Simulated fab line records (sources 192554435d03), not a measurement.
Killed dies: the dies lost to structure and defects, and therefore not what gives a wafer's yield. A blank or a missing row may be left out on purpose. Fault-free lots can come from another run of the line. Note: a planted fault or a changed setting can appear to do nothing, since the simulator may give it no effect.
Matching of chambers    flow n5_finfet    rie_diel-04 running N5_SDB_ETCH_25: 4 sister chambers
The step etches SiO2 in C4F6/O2, target depth 10 nm, time 3.3 s. 8 wafers are shown with their chamber, then 8 later ones without.

== WAFERS, EACH WITH ITS CHAMBER ==
wafer   chamber  rf_vpp_V (V)  showerhead_plenum_p_Torr (Torr)
L079.4  2        668           2.84
L081.3  3        664           2.84
L081.4  1        661           2.93
L081.5  0        676           2.93
L084.4  3        664           2.84
L084.5  1        661           2.93
L084.6  0        675           2.93
L086.1  2        669           2.83

== WAFERS MISSING THEIR CHAMBER ==
wafer   rf_vpp_V (V)  showerhead_plenum_p_Torr (Torr)
L086.2  662           2.93
L086.6  668           2.83
L087.1  661           2.93
L087.2  668           2.83
L087.3  674           2.92
L097.2  664           2.83
L097.3  675           2.91
L097.6  667           2.82

== THE CHAMBER EACH PASSED THROUGH ==
wafer   from the rows above  in truth
L086.2  1                    1
L086.6  2                    2
L087.1  1                    1
L087.2  2                    2
L087.3  0                    0
L097.2  3                    3
L097.3  0                    0
L097.6  2                    2
Correct placement for 8 of the 8. Number that these rows cannot place: 0. Wrongly placed: 0.
How it was worked out, from the rows above alone: a wafer's distance from a chamber is the root of the sum, over the readings, of the square of ((its reading less the chamber's mean) divided by the reading's scatter). The wafer belongs to the nearest chamber; if the next one is less than 2 further off, it can't be placed. Each chamber's mean is taken over the wafers shown for it. The scatter is the square root of a quotient: the sum, over the shown wafers, of each reading's squared deviation from its chamber's mean, divided by wafers minus chambers.
